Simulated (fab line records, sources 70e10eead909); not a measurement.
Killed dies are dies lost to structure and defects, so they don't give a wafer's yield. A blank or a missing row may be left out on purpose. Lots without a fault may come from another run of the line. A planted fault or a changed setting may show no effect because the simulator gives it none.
A struck lot beside a sound one | flow nand_harc | 13 steps out of a route of 1302
Sound: wafers L531.1, L531.2, L531.3. Struck: wafer L543.5. (L543.4, L543.6 of the same lot were not struck and are left out.) The cause comes at the end.
At each step with rows: each side's tool, then ch and its chambers, then its first start. Under that, the readings that differ: sound wafers | struck wafers | difference of the means | sigmas: that difference in standard deviations of wafers without a fault.
alike: readings whose means differ by less than 2 such deviations, and words and numbers that are the same on both sides. not compared: withheld readings, readings that some wafer has no value for, bounds like >300 that may hide the same value, and numbers for which the record gives no deviation and whose values overlap.
The two part at a step that has a row with sigmas, a row that says differs or no value, or rows on one side only. Numbers that don't overlap but have no deviation are shown without sigmas and don't part them. A reading that every wafer of one side lacks parts them only if that side has two wafers or more.

NHARC_A_STAIRCASE_DESCUM_443: chemistry O2, time 3 s.
  sound on rie_diel-01 ch 0,1,3, day 20 12:10; struck on rie_diel-07 ch 1, day 25 11:37
  reading      | sound          | struck | difference | sigmas
  rf_vpp_V (V) | 58.0 58.7 58.1 | 56.4   | -1.9       | -2
  alike: drypump_motor_current_A, oes_product_au, showerhead_plenum_p_Torr, throttle_valve_pct
  not compared: rf_hours_counter_h
NHARC_A_STAIRCASE_ETCH_444: etches the open film in C4F8/O2, target depth 20400 nm, time 6800 s.
  sound on rie_diel-01 ch 0,1,2, day 20 12:43; struck on rie_diel-07 ch 2, day 25 13:07
  alike: oes_product_au, rf_vpp_V
  not compared: rf_hours_counter_h
NHARC_A_STAIRCASE_STRIP_446: strips in O2.
  sound on plasma_asher-01 ch 0,1, day 20 16:38; struck on plasma_asher-01 ch 1, day 25 16:11
  alike: drypump_motor_current_A, heater_power_w
  not compared: rf_hours_counter_h
then, 3 steps without rows for these wafers: NHARC_A_STAIRCASE_STRIP_447 (strips in SPM, time 900 s); NHARC_A_STAIRCASE_PRECLEAN_448 (cleans in SC1); NHARC_A_STAIRCASE_SRD_449.
NHARC_A_STAIRCASE_CMP_450: polishes SiO2, target thk 200 nm.
  sound on cmp-01 ch 0,2,3, day 20 17:27; struck on cmp-02 ch 3, day 25 16:54
  alike: edge_zone_pressure_frac, motor_current_A
NHARC_A_STAIRCASE_CMP_152: polishes.
  sound on cmp-01 ch 0,2,3, day 20 17:31; struck on cmp-02 ch 3, day 25 16:58
  alike: edge_zone_pressure_frac, motor_current_A
then, 2 steps without rows for these wafers: NHARC_A_STAIRCASE_SRD_154; NHARC_A_STAIRCASE_ETCH_403 (etches SiO2 in dHF, target depth 108.2 nm).
NHARC_A_STAIRCASE_ETCHBACK_422: etches the open film in CH3F/O2, target depth 40 nm, time 74.286 s.
  sound on rie_diel-13 ch 0,1,3, day 20 18:00; struck on rie_diel-07 ch 2, day 25 17:27
  reading        | sound       | struck  | difference | sigmas
  over_etch_frac | 0.3 0.3 0.3 | 0.51046 | +0.21046   |
  alike: drypump_motor_current_A, oes_product_au, rf_vpp_V, showerhead_plenum_p_Torr, throttle_valve_pct
  not compared: rf_hours_counter_h
then, 2 steps without rows for these wafers: NHARC_A_STAIRCASE_ETCH_423 (etches SiO2 in dHF, target depth 30 nm); NHARC_END_SORT_01.

WHERE THEY PART
Only at NHARC_A_STAIRCASE_DESCUM_443, within this record. Later steps at which nothing parts them and some readings are alike: NHARC_A_STAIRCASE_ETCH_444, NHARC_A_STAIRCASE_STRIP_446, NHARC_A_STAIRCASE_CMP_450, NHARC_A_STAIRCASE_CMP_152, NHARC_A_STAIRCASE_ETCHBACK_422.

WHY: what the simulator had put in
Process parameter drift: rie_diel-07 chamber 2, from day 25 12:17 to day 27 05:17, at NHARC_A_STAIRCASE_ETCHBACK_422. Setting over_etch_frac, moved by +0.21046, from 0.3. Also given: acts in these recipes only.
